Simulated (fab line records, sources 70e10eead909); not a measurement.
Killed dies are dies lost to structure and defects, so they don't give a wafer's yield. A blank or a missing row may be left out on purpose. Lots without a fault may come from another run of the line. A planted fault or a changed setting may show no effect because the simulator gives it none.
A struck lot beside a sound one | flow nand_harc | 15 steps out of a route of 1302
Sound: wafers L995.1, L995.3, L995.5. Struck: wafers L988.4, L988.5, L988.6. The cause comes at the end.
At each step with rows: each side's tool, then ch and its chambers, then its first start. Under that, the readings that differ: sound wafers | struck wafers | difference of the means | sigmas: that difference in standard deviations of wafers without a fault.
alike: readings whose means differ by less than 2 such deviations, and words and numbers that are the same on both sides. not compared: withheld readings, readings that some wafer has no value for, bounds like >300 that may hide the same value, and numbers for which the record gives no deviation and whose values overlap.
The two part at a step that has a row with sigmas, a row that says differs or no value, or rows on one side only. Numbers that don't overlap but have no deviation are shown without sigmas and don't part them. A reading that every wafer of one side lacks parts them only if that side has two wafers or more.

first, 2 steps without rows for these wafers: NHARC_THIN_TSV_PEB_10 (peb time 85 s); NHARC_THIN_TSV_DEVELOP_11 (time 70 s).
NHARC_THIN_TSV_CD_MEAS_12: target cd 1000 nm.
  sound on cd_sem-01 ch 0, day 27 22:52; struck on cd_sem-01 ch 0, day 24 15:52
  alike: cd_nm
then, 1 step without rows for these wafers: NHARC_THIN_TSV_HARDBAKE_13 (time 80 s).
NHARC_THIN_TSV_DESCUM_14: chemistry O2, time 3 s.
  sound on rie_diel-02 ch 0,1,3, day 27 23:02; struck on rie_diel-02 ch 0,3, day 24 16:01
  alike: drypump_motor_current_A, oes_product_au, rf_vpp_V, showerhead_plenum_p_Torr, throttle_valve_pct
  not compared: rf_hours_counter_h
then, 1 step without rows for these wafers: NHARC_THIN_TSV_ETCH_44 (etches the open film in CF4/O2, target depth 1594.2 nm, time 797.1 s).
NHARC_THIN_TSV_ETCH_15: target depth 3000 nm, bosch target overetch cycles 2, bosch etch step 2.8 s.
  sound on rie_si-06 ch 0,2, day 27 23:50; struck on rie_si-01 ch 0,1, day 24 16:41
  alike: drypump_motor_current_A
  not compared: rf_hours_counter_h
NHARC_THIN_TSV_CD_MEAS_16:
  sound on cd_sem-03, day 27 23:58; struck on cd_sem-03, day 24 16:49
  alike: cd_nm
NHARC_THIN_TSV_STRIP_45: strips in O2.
  sound on plasma_asher-01 ch 0,1, day 28 00:02; struck on plasma_asher-01 ch 0,1, day 24 16:59
  alike: drypump_motor_current_A, heater_power_w
  not compared: rf_hours_counter_h
then, 1 step without rows for these wafers: NHARC_THIN_TSV_STRIP_46 (strips in post etch residue remover, time 1200 s).
NHARC_THIN_TSV_DEP_47: deposits SiO2, target thk 200 nm.
  sound on pecvd-01 ch 0,1, day 28 00:50; struck on pecvd-02 ch 0,1,2, day 24 17:49
  alike: throttle_valve_pct
NHARC_THIN_TSV_ETCHBACK_48: etches the open film in C4F8/Ar, target depth 1028.5 nm, time 405.17 s.
  sound on rie_diel-02 ch 1,3, day 28 01:14; struck on rie_diel-02 ch 2,3, day 24 18:05
  alike: oes_product_au, rf_vpp_V
  not compared: rf_hours_counter_h
NHARC_THIN_TSV_STRIP_62: strips in N2/H2, time 20 s.
  sound on plasma_asher-01 ch 0,1, day 28 01:41; struck on plasma_asher-02 ch 0,1, day 24 18:29
  no value came back on the struck wafers for drypump_motor_current_A (A), heater_power_w (W); on the sound wafers drypump_motor_current_A (A) reads 5.7 6.2 6.2
  not compared: rf_hours_counter_h
then, 1 step without rows for these wafers: NHARC_THIN_TSV_DEGAS_49 (time 120 s).
NHARC_END_SORT_01:
  the record has rows for the struck wafers here (prober-01 ch 0, day 25 06:29) and none for the sound ones

WHERE THEY PART
First at NHARC_THIN_TSV_STRIP_62; last, within this record, at NHARC_END_SORT_01.

WHY: what the simulator had put in
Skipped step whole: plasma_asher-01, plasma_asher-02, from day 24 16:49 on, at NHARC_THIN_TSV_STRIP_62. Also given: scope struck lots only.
